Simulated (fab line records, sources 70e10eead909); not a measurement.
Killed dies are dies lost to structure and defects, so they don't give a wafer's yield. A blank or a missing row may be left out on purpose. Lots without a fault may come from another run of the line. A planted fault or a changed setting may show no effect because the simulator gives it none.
One fault seen from 2 desks | flow nand_harc | each desk has only its own numbers; what lay behind them comes last

THE METROLOGY DESK
What the gauges read, lot by lot, whatever tool the lot ran on: means of the sampled wafers that have a number. A lot is out of limits, marked OUT, if its mean lies more than 4 standard deviations from the usual mean; the brackets give that distance.
Columns: A = cd_nm at NHARC_THIN_TSV_CD_MEAS_37, usual 5001 nm
lot  | first seen here | A
L535 | day 23 13:22    | 4998
L539 | day 25 01:31    | 5004
L540 | day 25 21:52    | 5005
L542 | day 26 16:46    | 5002
L541 | day 26 18:02    | 5002
L543 | day 27 10:03    | 4997
L552 | day 30 14:15    | 5004
L551 | day 30 15:26    | 5003
L554 | day 31 20:53    | 4999
L553 | day 32 09:47    | 5001
L557 | day 32 19:21    | 5001
L556 | day 32 20:02    | 4996
L558 | day 33 07:01    | 5001
This desk's finding: nothing out of limits on any of the 13 lots.

THE TOOL OWNER'S DESK: cvd_w-02
The tool's own readings at NHARC_A_CONTACT_CVD_19 (deposits W, target thk 300 nm, time 802 s): means of the sampled wafers that have a number, for each lot that ran on this tool. A lot is out of limits, marked OUT, if its mean lies more than 4 standard deviations from the usual mean; the brackets give that distance.
Columns: A = heater_power_w at NHARC_A_CONTACT_CVD_19, usual 457 W; B = mfc_ar_sccm at NHARC_A_CONTACT_CVD_19, usual 1559 sccm; C = throttle_valve_pct at NHARC_A_CONTACT_CVD_19, usual 8.06 %
lot  | first seen here | A   | B    | C
L539 | day 23 07:16    | 426 | 1556 | 7.97
L540 | day 24 08:51    | 445 | 1560 | 8.02
L542 | day 25 04:11    | 424 | 1563 | 7.98
L541 | day 25 05:17    | 432 | 1560 | 8.08
L551 | day 29 00:26    | 433 | 1560 | 8.01
L553 | day 30 12:29    | 457 | 1553 | 7.80
L556 | day 31 04:23    | 450 | 1559 | 8.03
L557 | day 31 05:43    | 449 | 1564 | 7.76
L558 | day 31 17:55    | 457 | 1555 | 7.88
This desk's finding: nothing out of limits on any of the 9 lots.

PUT TOGETHER
The metrology desk saw nothing out of limits.
The tool owner's desk saw nothing out of limits.

WHAT THE SIMULATOR HAD PUT IN
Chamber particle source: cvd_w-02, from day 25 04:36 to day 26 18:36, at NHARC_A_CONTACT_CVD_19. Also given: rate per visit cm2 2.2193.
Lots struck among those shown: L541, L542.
